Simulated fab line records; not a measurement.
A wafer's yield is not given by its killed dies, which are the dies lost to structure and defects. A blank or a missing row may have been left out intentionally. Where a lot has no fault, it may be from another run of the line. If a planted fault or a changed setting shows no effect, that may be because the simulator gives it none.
Struck lot and sound lot, side by side || flow nand-harc || 15 steps out of a route of 1302
Sound: wafers L465.1, L465.3, L465.4. The struck wafers were L468.3, L468.5, L468.6. At the end, the cause is stated.
Each step with rows lists, per side, the tool, then ch with its chambers, then its first start. Under that, the readings that differ: sound wafers || struck wafers || difference of the means || sigmas: that difference in standard deviations of wafers without a fault.
alike: a reading whose means differ by less than 2 such deviations, as well as words and numbers matching on both sides. not compared: withheld readings; readings where some wafer has no value; bounds like >300 that might hide an equal value; numbers whose values overlap and for which the record gives no deviation.
The two part at a step that has a row with sigmas, a row that says differs or no value, or rows on one side only. Non-overlapping numbers with no deviation appear without sigmas and do not part them. A reading that every wafer of one side lacks parts them only if that side has two wafers or more.

first, 5 steps without rows for these wafers: NHARC_A_CONTACT_SOFTBAKE_03 (time 55 s); NHARC_A_CONTACT_EBR_04; NHARC_A_CONTACT_EXPOSE_05 (exposes mask A CC); NHARC_A_CONTACT_PEB_06 (peb time 65 s); NHARC_A_CONTACT_DEVELOP_07 (develop time 35 s).
NHARC_A_CONTACT_CD_MEAS_08: the cd target is 200 nm.
  sound on cd-sem-03 ch 0, day 26 08:56; struck on cd-sem-02 ch 0, day 28 04:37
  alike: cd-nm
NHARC_A_CONTACT_OVL_MEAS_09:
  struck on overlay-01, day 28 04:42; sound on overlay-01, day 26 09:01
{"reading": "overlay-x-nm (nm)", "sound": "-0.1 -0.6 -0.5", "struck": "0.8 0.7 1.5", "difference": "+1.4", "sigmas": "+2"}
  alike: overlay-y-nm
NHARC_A_CONTACT_INSPECT_10:
  struck on defect-inspect-02, day 28 04:44; sound on defect-inspect-01, day 26 09:03
  alike: raw-defect-count
NHARC_A_CONTACT_DESCUM_13: chemistry O2, time 3 s.
  sound on rie-diel-06 ch 1,2,3, day 26 09:07; struck on rie-diel-06 ch 0,2,3, day 28 04:49
  alike: chamber-pressure-mTorr, drypump-motor-current-A, oes-product-au, rf-vpp-V, showerhead-plenum-p-Torr, throttle-valve-pct
  not compared: rf-hours-counter-h
NHARC_A_CONTACT_ETCH_88: etches the open film in CF4, target depth 39 nm, time 65 s.
  sound on rie-diel-06 ch 0,1,2, day 26 09:12; struck on rie-diel-06 ch 0,1, day 28 05:05
  alike: cf4-flow-sccm, chamber-pressure-mTorr, drypump-motor-current-A, oes-product-au, rf-vpp-V, run-length-s, showerhead-plenum-p-Torr, throttle-valve-pct
  not compared: rf-hours-counter-h
NHARC_A_CONTACT_ETCH_89: etches the open film in N2/H2, target depth 260 nm, time 475.3 s.
  sound on rie-diel-06 ch 0,1,3; struck on rie-diel-06 ch 1,2,3
  alike: chamber-pressure-mTorr, drypump-motor-current-A, oes-product-au, rf-vpp-V, run-length-s, showerhead-plenum-p-Torr, throttle-valve-pct
  not compared: rf-hours-counter-h
NHARC_A_CONTACT_ETCH_30: etches the open film in CF4/CHF3, target depth 72.6 nm, time 36.3 s.
  sound on rie-diel-06 ch 0,1,3; struck on rie-diel-06 ch 0,3
{"reading": "chamber-pressure-mTorr (mTorr)", "sound": "25.038 24.999 25.050", "struck": "24.956 24.994 25.000", "difference": -0.046, "sigmas": -2}
{"reading": "oes-product-au (a.u.)", "sound": "0.963 0.984 0.970", "struck": "0.926 0.926 0.928", "difference": -0.046, "sigmas": -2}
  alike: cf4-flow-sccm, drypump-motor-current-A, rf-vpp-V, run-length-s, showerhead-plenum-p-Torr, throttle-valve-pct
  not compared: rf-hours-counter-h
NHARC_A_CONTACT_ETCH_31: etches the open film in O2/COS, target depth 2800 nm, time 728 s.
  sound on rie-diel-06 ch 0,1,3, day 26 09:43; struck on rie-diel-06 ch 1,2,3, day 28 06:45
{"reading": "run-length-s (s)", "sound": "749.1 748.9 749.3", "struck": "545.3 545.0 545.7", "difference": -203.8, "sigmas": "-99 or more"}
  alike: chamber-pressure-mTorr, drypump-motor-current-A, oes-product-au, rf-vpp-V, showerhead-plenum-p-Torr, throttle-valve-pct
  not compared: rf-hours-counter-h
NHARC_A_CONTACT_ETCH_134: etches the open film in C4F8/O2/Ar, time 140 s, target depth 700 nm.
  sound on har-cap-etch-03 ch 0,1, day 26 10:17; struck on har-cap-etch-03 ch 0,1, day 28 07:14
  alike: chamber-pressure-mTorr, oes-air-line-au, run-length-s
  not compared: rf-hours-counter-h
then, 1 step without rows for these wafers: NHARC_END_SORT_01.

== WHERE THEY PART ==
First at NHARC_A_CONTACT_OVL_MEAS_09; last, within this record, at NHARC_A_CONTACT_ETCH_31. Later steps at which nothing parts them and some readings are alike: NHARC_A_CONTACT_ETCH_134.

WHY: what had been put in by the simulator
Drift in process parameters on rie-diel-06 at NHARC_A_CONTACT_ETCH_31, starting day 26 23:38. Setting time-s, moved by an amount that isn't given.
